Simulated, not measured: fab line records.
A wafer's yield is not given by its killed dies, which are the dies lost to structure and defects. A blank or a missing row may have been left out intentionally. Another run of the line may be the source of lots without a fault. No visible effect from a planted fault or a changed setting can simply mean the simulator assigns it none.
Struck lot and sound lot, side by side ; flow nand_harc ; 15 out of 1302 route steps
Sound: wafers L911.1, L911.4, L911.6. Struck: wafer L904.2. (L904.3, L904.4 of the same lot were not struck and are left out.) The cause comes at the end.
Order at every step that has rows: each side's tool, ch and its chambers, its first start. Under that, the readings that differ: sound wafers ; struck wafers ; difference of the means ; sigmas: that difference in standard deviations of wafers without a fault.
alike: words and numbers the same on both sides, and readings whose means are apart by under 2 such deviations; not compared: readings that were withheld, readings missing a value for some wafer, numbers with overlapping values and no deviation given by the record, and bounds like >300 which may hide the same value.
The two part at a step that has a row with sigmas, a row that says differs or no value, or rows on one side only. Non-overlapping numbers with no deviation appear without sigmas and do not part them. A reading missing from all wafers of one side parts the sides only when that side holds two or more wafers.

first, 1 step without rows for these wafers: NHARC_A_CHANNEL_HOLE_D2_STRIP_43 (strips in O2/COS).
NHARC_A_CHANNEL_HOLE_D2_ETCH_44: etches the open film in CF4/O2, target depth 140 nm, overetch 14 nm, time 77 s.
  sound on rie_diel-06 ch 0,3, day 21 14:54; struck on rie_diel-10 ch 3, day 18 09:11
  alike: drypump_motor_current_A, oes_product_au, rf_vpp_V, showerhead_plenum_p_Torr, throttle_valve_pct
  not compared: rf_hours_counter_h
NHARC_A_CHANNEL_HOLE_D2_STRIP_28: strips in O2.
  sound: rie_diel-06 ch 0,3; struck: rie_diel-10 ch 0
reading;sound;struck;difference;sigmas
showerhead_plenum_p_Torr (Torr);3.69 3.69 3.53;3.31;-0.33;-3
  alike: drypump_motor_current_A, oes_product_au, rf_vpp_V, throttle_valve_pct
  not compared: rf_hours_counter_h
then, 2 steps without rows for these wafers: NHARC_A_CHANNEL_HOLE_D2_PRECLEAN_29 (cleans in SC1); NHARC_A_CHANNEL_HOLE_D2_SRD_30.
NHARC_A_CHANNEL_HOLE_D2_CD_MEAS_31:
  sound on cd_sem-01, day 21 15:49; struck on cd_sem-01, day 18 09:59
  alike: cd_nm
NHARC_A_CHANNEL_HOLE_D2_XSEM_32:
  sound on xsem-02 ch 0, day 21 15:54; struck on xsem-01 ch 0, day 18 10:04
  alike: bot_cd_nm, bow_nm, tilt_deg
NHARC_A_CHANNEL_HOLE_D2_INSPECT_40:
  sound on defect_inspect-01, day 21 16:00; struck on defect_inspect-01, day 18 10:10
  alike: raw_defect_count
then, 2 steps without rows for these wafers: NHARC_A_CHANNEL_FILL_D2_PRECLEAN_00 (cleans in SC1); NHARC_A_CHANNEL_FILL_D2_SRD_01.
NHARC_A_CHANNEL_FILL_D2_ALD_02: deposits SiO2, target thk 6 nm, pulse time 10 s, ald cycles 60.
  sound on ald_hk-04 ch 0,1, day 21 16:14; struck on ald_hk-02 ch 0, day 18 10:37
  alike: heater_power_w, precursor_pulse_height_rel
  not compared: ald_cycles
NHARC_A_CHANNEL_FILL_D2_ALD_03: deposits SiNx, target thk 6 nm, pulse time 60 s, ald cycles 58.
  sound: ald_sin_batch-02 ch 0; struck: ald_sin_batch-02 ch 0
reading;sound;struck;difference;sigmas
precursor_pulse_height_rel;0.959 1.021 1.020;0.960;-0.040;-2
  not compared: ald_cycles
NHARC_A_CHANNEL_FILL_D2_ALD_14: deposits SiO2, target thk 2.5 nm, pulse time 10 s, ald cycles 25.
  sound on ald_hk-04 ch 0,2, day 21 20:41; struck on ald_hk-04 ch 2, day 18 17:12
reading;sound;struck;difference;sigmas
ald_cycles;25 25 25;23;-2;
  alike: heater_power_w, precursor_pulse_height_rel
then, 2 steps without rows for these wafers: NHARC_A_CHANNEL_FILL_D2_ALD_15 (deposits SiNx, target thk 2 nm, pulse time 60 s, ald cycles 19); NHARC_END_SORT_01.

== WHERE THEY PART ==
Last at NHARC_A_CHANNEL_FILL_D2_ALD_03 as far as this record goes, first at NHARC_A_CHANNEL_HOLE_D2_STRIP_28. Later steps at which nothing parts them and some readings are alike: NHARC_A_CHANNEL_FILL_D2_ALD_14.

WHY: the cause the simulator had injected
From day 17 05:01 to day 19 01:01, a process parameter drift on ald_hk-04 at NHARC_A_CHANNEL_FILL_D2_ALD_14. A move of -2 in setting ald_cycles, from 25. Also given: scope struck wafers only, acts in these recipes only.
